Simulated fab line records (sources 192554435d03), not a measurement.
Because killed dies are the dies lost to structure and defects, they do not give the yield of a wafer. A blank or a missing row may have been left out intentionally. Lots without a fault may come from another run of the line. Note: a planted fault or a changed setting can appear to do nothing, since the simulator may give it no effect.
Matching of chambers || flow n5_finfet || rie_diel-06 running N5_BEOL_M9_DESCUM_16: 4 sister chambers
The step chemistry O2, time 7.9 s. 14 wafers are shown with their chamber, then 7 later ones without.

== WAFERS PAIRED WITH THEIR CHAMBERS ==
{"wafer": "L079.1", "chamber": 2, "drypump_motor_current_A (A)": 6.4, "throttle_valve_pct (%)": 20.29, "showerhead_plenum_p_Torr (Torr)": 2.00}
{"wafer": "L079.3", "chamber": 0, "drypump_motor_current_A (A)": 5.2, "throttle_valve_pct (%)": 20.27, "showerhead_plenum_p_Torr (Torr)": 2.05}
{"wafer": "L079.5", "chamber": 2, "drypump_motor_current_A (A)": 6.5, "throttle_valve_pct (%)": 20.30, "showerhead_plenum_p_Torr (Torr)": 2.00}
{"wafer": "L078.1", "chamber": 0, "drypump_motor_current_A (A)": 5.2, "throttle_valve_pct (%)": 20.29, "showerhead_plenum_p_Torr (Torr)": 2.05}
{"wafer": "L078.4", "chamber": 2, "drypump_motor_current_A (A)": 6.5, "throttle_valve_pct (%)": 20.30, "showerhead_plenum_p_Torr (Torr)": 2.00}
{"wafer": "L078.6", "chamber": 1, "drypump_motor_current_A (A)": 5.6, "throttle_valve_pct (%)": 20.89, "showerhead_plenum_p_Torr (Torr)": 2.16}
{"wafer": "L086.1", "chamber": 0, "drypump_motor_current_A (A)": 5.2, "throttle_valve_pct (%)": 20.30, "showerhead_plenum_p_Torr (Torr)": 2.04}
{"wafer": "L086.2", "chamber": 1, "drypump_motor_current_A (A)": 5.6, "throttle_valve_pct (%)": 20.91, "showerhead_plenum_p_Torr (Torr)": 2.15}
{"wafer": "L086.3", "chamber": 3, "drypump_motor_current_A (A)": 5.4, "throttle_valve_pct (%)": 20.68, "showerhead_plenum_p_Torr (Torr)": 2.05}
{"wafer": "L086.4", "chamber": 2, "drypump_motor_current_A (A)": 6.5, "throttle_valve_pct (%)": 20.32, "showerhead_plenum_p_Torr (Torr)": 2.00}
{"wafer": "L086.5", "chamber": 3, "drypump_motor_current_A (A)": 5.4, "throttle_valve_pct (%)": 20.68, "showerhead_plenum_p_Torr (Torr)": 2.05}
{"wafer": "L086.6", "chamber": 2, "drypump_motor_current_A (A)": 6.5, "throttle_valve_pct (%)": 20.33, "showerhead_plenum_p_Torr (Torr)": 2.00}
{"wafer": "L089.2", "chamber": 2, "drypump_motor_current_A (A)": 6.4, "throttle_valve_pct (%)": 20.33, "showerhead_plenum_p_Torr (Torr)": 2.00}
{"wafer": "L089.3", "chamber": 3, "drypump_motor_current_A (A)": 5.4, "throttle_valve_pct (%)": 20.68, "showerhead_plenum_p_Torr (Torr)": 2.05}

SIGNATURES (averages over the wafers above)
{"reading": "drypump_motor_current_A", "chamber 0": 5.200, "chamber 1": 5.600, "chamber 2": 6.467, "chamber 3": 5.400, "scatter within a chamber": 0.0365}
{"reading": "throttle_valve_pct", "chamber 0": 20.2867, "chamber 1": 20.9000, "chamber 2": 20.3117, "chamber 3": 20.6800, "scatter within a chamber": 0.0147}
{"reading": "showerhead_plenum_p_Torr", "chamber 0": 2.0467, "chamber 1": 2.1550, "chamber 2": 2.0000, "chamber 3": 2.0500, "scatter within a chamber": 0.00342}
Rule: a wafer lies at a distance from a chamber equal to the root of the sum of squares, over the readings, of (its reading less the chamber's mean, divided by the reading's scatter). The wafer belongs to the nearest chamber; if the next one is less than 2 further off, it can't be placed. The scatter is the square root of a quotient: the sum, over the shown wafers, of each reading's squared deviation from its chamber's mean, divided by wafers minus chambers.

== WAFERS MISSING THEIR CHAMBER ==
{"wafer": "L089.5", "drypump_motor_current_A (A)": 5.2, "throttle_valve_pct (%)": 20.30, "showerhead_plenum_p_Torr (Torr)": 2.04}
{"wafer": "L096.1", "drypump_motor_current_A (A)": 6.5, "throttle_valve_pct (%)": 20.37, "showerhead_plenum_p_Torr (Torr)": 1.99}
{"wafer": "L096.2", "drypump_motor_current_A (A)": 5.2, "throttle_valve_pct (%)": 20.34, "showerhead_plenum_p_Torr (Torr)": 2.04}
{"wafer": "L096.3", "drypump_motor_current_A (A)": 5.6, "throttle_valve_pct (%)": 20.49, "showerhead_plenum_p_Torr (Torr)": 2.15}
{"wafer": "L096.4", "drypump_motor_current_A (A)": 5.6, "throttle_valve_pct (%)": 20.51, "showerhead_plenum_p_Torr (Torr)": 2.15}
{"wafer": "L096.5", "drypump_motor_current_A (A)": 6.4, "throttle_valve_pct (%)": 20.35, "showerhead_plenum_p_Torr (Torr)": 1.99}
{"wafer": "L096.6", "drypump_motor_current_A (A)": 5.2, "throttle_valve_pct (%)": 20.33, "showerhead_plenum_p_Torr (Torr)": 2.04}

== WHICH CHAMBER EACH WENT THROUGH ==
{"wafer": "L089.5", "from the rows above": 0, "in truth": 0}
{"wafer": "L096.1", "from the rows above": 2, "in truth": 2}
{"wafer": "L096.2", "from the rows above": 0, "in truth": 0}
{"wafer": "L096.3", "from the rows above": 1, "in truth": 1}
{"wafer": "L096.4", "from the rows above": 1, "in truth": 1}
{"wafer": "L096.5", "from the rows above": 2, "in truth": 2}
{"wafer": "L096.6", "from the rows above": 0, "in truth": 0}
Correctly placed: 7 of 7. Left unplaced by these rows: 0. Wrongly placed: 0.
